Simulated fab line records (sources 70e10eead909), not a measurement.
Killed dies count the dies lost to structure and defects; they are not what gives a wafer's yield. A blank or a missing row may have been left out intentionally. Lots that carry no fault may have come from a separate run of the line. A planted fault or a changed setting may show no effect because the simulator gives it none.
A lot that was struck, set against a sound lot    flow nand-harc    14 out of 1302 route steps
Sound: these wafers, L264.3, L264.5, L264.6. Wafers struck: L259.2, L259.3, L259.4. The cause is named last.
Each step with rows lists, per side, the tool, then ch with its chambers, then its first start. Under that, the readings that differ: sound wafers    struck wafers    difference of the means    sigmas: that difference in standard deviations of wafers without a fault.
alike: readings with means less than 2 such deviations apart, plus words and numbers identical on both sides. not compared: withheld readings, readings lacking a value on some wafer, bounds such as >300 that could conceal the same value, and numbers that have no deviation in the record and whose values overlap.
The two part at a step that has a row with sigmas, a row that says differs or no value, or rows on one side only. Non-overlapping numbers with no deviation appear without sigmas and do not part them. Lack of a reading on every wafer of one side parts them only where that side has two or more wafers.

NHARC_A_CONTACT_OVL_MEAS_09:
  sound: overlay-01 at day 30 02:35; struck: overlay-02 at day 28 06:23
  alike: overlay-x-nm, overlay-y-nm
NHARC_A_CONTACT_INSPECT_10:
  sound: defect-inspect-02 at day 30 02:38; struck: defect-inspect-02 at day 28 06:25
  alike: raw-defect-count
then, 2 steps without rows for these wafers: NHARC_A_CONTACT_DESCUM_13 (chemistry O2, time 3 s); NHARC_A_CONTACT_ETCH_88 (etches the open film in CF4, target depth 39 nm, time 65 s).
NHARC_A_CONTACT_ETCH_89: etches the open film in N2/H2, target depth 260 nm, time 475.3 s.
  sound on rie-diel-12 ch 2,3; struck on rie-diel-12 ch 0,3
  alike: bias-w, chamber-pressure-mTorr, drypump-motor-current-A, oes-product-au, rf-vpp-V, showerhead-plenum-p-Torr, throttle-valve-pct
  not compared: rf-hours-counter-h
NHARC_A_CONTACT_ETCH_30: etches the open film in CF4/CHF3, target depth 72.6 nm, time 36.3 s.
  sound on rie-diel-12 ch 1,2; struck on rie-diel-12 ch 1,3
  alike: bias-w, cf4-flow-sccm, chf3-flow-sccm, drypump-motor-current-A, oes-product-au, rf-vpp-V, showerhead-plenum-p-Torr, throttle-valve-pct
  not compared: rf-hours-counter-h
NHARC_A_CONTACT_ETCH_31: etches the open film in O2/COS, target depth 2800 nm, time 728 s.
  sound on rie-diel-12 ch 1,2; struck on rie-diel-12 ch 0,1,3
  alike: bias-w, chamber-pressure-mTorr, drypump-motor-current-A, oes-product-au, rf-vpp-V, showerhead-plenum-p-Torr, throttle-valve-pct
  not compared: rf-hours-counter-h
then, 1 step without rows for these wafers: NHARC_A_CONTACT_ETCH_134 (etches the open film in C4F8/O2/Ar, time 140 s, target depth 700 nm).
NHARC_A_CONTACT_ETCH_135: etches the open film in C4F8/O2/Ar, time 311 s, target depth 1912 nm.
  sound on har-cap-etch-02 ch 0,1, day 30 04:06; struck on har-cap-etch-02 ch 0,1, day 28 08:04
  alike: chamber-pressure-mTorr, oes-air-line-au
  not compared: rf-hours-counter-h
then, 3 steps without rows for these wafers: NHARC_A_CONTACT_ETCH_136 (etches the open film in C4F8/O2/Ar, time 311 s, target depth 1912 nm); NHARC_A_CONTACT_ETCH_137 (etches the open film in C4F8/O2/Ar, time 311 s, target depth 1912 nm); NHARC_A_CONTACT_ETCH_138 (etches the open film in C4F8/O2/Ar, time 311 s, target depth 1914 nm).
NHARC_A_CONTACT_ETCH_139: etches the open film in C4F8/O2/Ar, time 195 s, target depth 840 nm.
  sound on har-cap-etch-02 ch 0,1, day 30 05:11; struck on har-cap-etch-02 ch 0,1, day 28 09:31
  no value came back on the struck wafers for chamber-pressure-mTorr (mTorr), oes-air-line-au (a.u.); on the sound wafers chamber-pressure-mTorr (mTorr) reads 20.029 20.026 19.972
  not compared: rf-hours-counter-h
NHARC_A_CONTACT_ETCH_92: etches the open film in CH3F/O2, target depth 40 nm, time 85.7 s.
  sound on rie-diel-12 ch 1,2,3, day 30 05:41; struck on rie-diel-03 ch 0,2,3, day 28 10:05
  alike: bias-w, ch3f-flow-sccm, drypump-motor-current-A, oes-product-au, rf-vpp-V, showerhead-plenum-p-Torr, throttle-valve-pct
  not compared: rf-hours-counter-h

WHERE THEY PART
At NHARC_A_CONTACT_ETCH_139 and nowhere else, as far as this record goes. Later steps at which nothing parts them and some readings are alike: NHARC_A_CONTACT_ETCH_92.

WHY: the cause the simulator had injected
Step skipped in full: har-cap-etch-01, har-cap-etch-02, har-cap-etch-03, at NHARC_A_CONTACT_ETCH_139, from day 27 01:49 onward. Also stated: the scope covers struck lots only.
